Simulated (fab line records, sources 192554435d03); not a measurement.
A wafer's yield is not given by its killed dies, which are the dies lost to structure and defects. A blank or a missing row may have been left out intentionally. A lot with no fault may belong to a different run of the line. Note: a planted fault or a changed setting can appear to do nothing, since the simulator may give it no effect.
Problem report in the 8D (eight disciplines) form, filled by code :: flow n5Finfet :: the parts of the form that need people (team, actions taken, sign-off) are left out

## 1. THE ISSUE
Wafers without a fault read 534.1 W, standard deviation 1.6; rfFwdPowerW at N5_PASSIVATION_PASS_ETCH_47 reads a mean of 661.5 W on 6 wafers belonging to 2 lots. That is +80 standard deviations from the usual mean.
The step: etches SiNx in CF4/O2, target depth 770 nm, time 385 s.
The first sign was on wafer L890.1 at day 13 08:20, on rieDiel-02. Wafers with a number at this step in the record: 16, from 6 lots. Rule for "out", or "out of limits": more than 4 standard deviations from the usual mean. The other wafers with a number count as sound.

## 2. WHAT IT IS; WHAT IT IS NOT
question: which readings at this step
is: rfFwdPowerW
is not: drypumpMotorCurrentA, oesProductAu, showerheadPlenumPTorr, throttleValvePct

question: which lots
is: L890, L891
is not: L899, L900, L902, L906

question: which wafers of those lots
is: all that have a number
is not: -

question: read on which tools
is: rieDiel-02
is not: rieDiel-01, rieDiel-04

question: when
is: from day 13 08:20
is not: up to then (0 sound wafers); but 10 sound wafers of L899, L900, L902, L906 came after

## 3. THE SUSPECTS, EACH WITH WHAT RULES IT OUT
Counting: a tool stays on the suspect list if, at a process step up to the reading, it processed all lots that are out and no sound lot following the first of them.
- rieDiel-02 at N5_PASSIVATION_DESCUM_46 (chemistry O2, time 7.9 s): ruled out as a lasting fault. The sound lots L900, L906 went through it after L890, its earliest lot that is out (day 13 08:18).
- rieDiel-02 at N5_PASSIVATION_PASS_ETCH_47 (etches SiNx in CF4/O2, target depth 770 nm, time 385 s): ruled out as a lasting fault. The sound lots L900, L906 went through it after L890, its earliest lot that is out (day 13 08:20).
Left after counting: nothing in the record.

## 4. THE CAUSE (what the simulator had put in)
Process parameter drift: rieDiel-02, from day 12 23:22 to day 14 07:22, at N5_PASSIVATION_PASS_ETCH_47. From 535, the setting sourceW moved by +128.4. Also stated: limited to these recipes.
Counting ruled it out, wrongly.

## 5. SEQUENCE OF EFFECTS, ordered by route
Each row: a reading where the mean over the struck wafers with a number is more than 3 standard deviations away from the usual. Readings are gone through only where the record gives a usual standard deviation; hours: the median, over the lots, of the time from a lot's start at the first step in this table giving one to that lot's start at this step; sigmas: the change measured in usual standard deviations.
hours: 0
step: N5_PASSIVATION_PASS_ETCH_47
reading: oes_f_703_au
usual: 0.78 a.u.
on struck wafers: 1.01
change: +0.23
sigmas: +3.1

hours: 0
step: N5_PASSIVATION_PASS_ETCH_47
reading: rfFwdPowerW
usual: 534.1 W
on struck wafers: 661.5
change: +127.4
sigmas: +80
The process steps in it:
- N5_PASSIVATION_PASS_ETCH_47: etches SiNx in CF4/O2, target depth 770 nm, time 385 s.

## 6. WHAT WOULD HAVE CAUGHT IT SOONER
In this record the first reading out of limits was taken at day 13 08:20, 9 hours after the fault began at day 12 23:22.
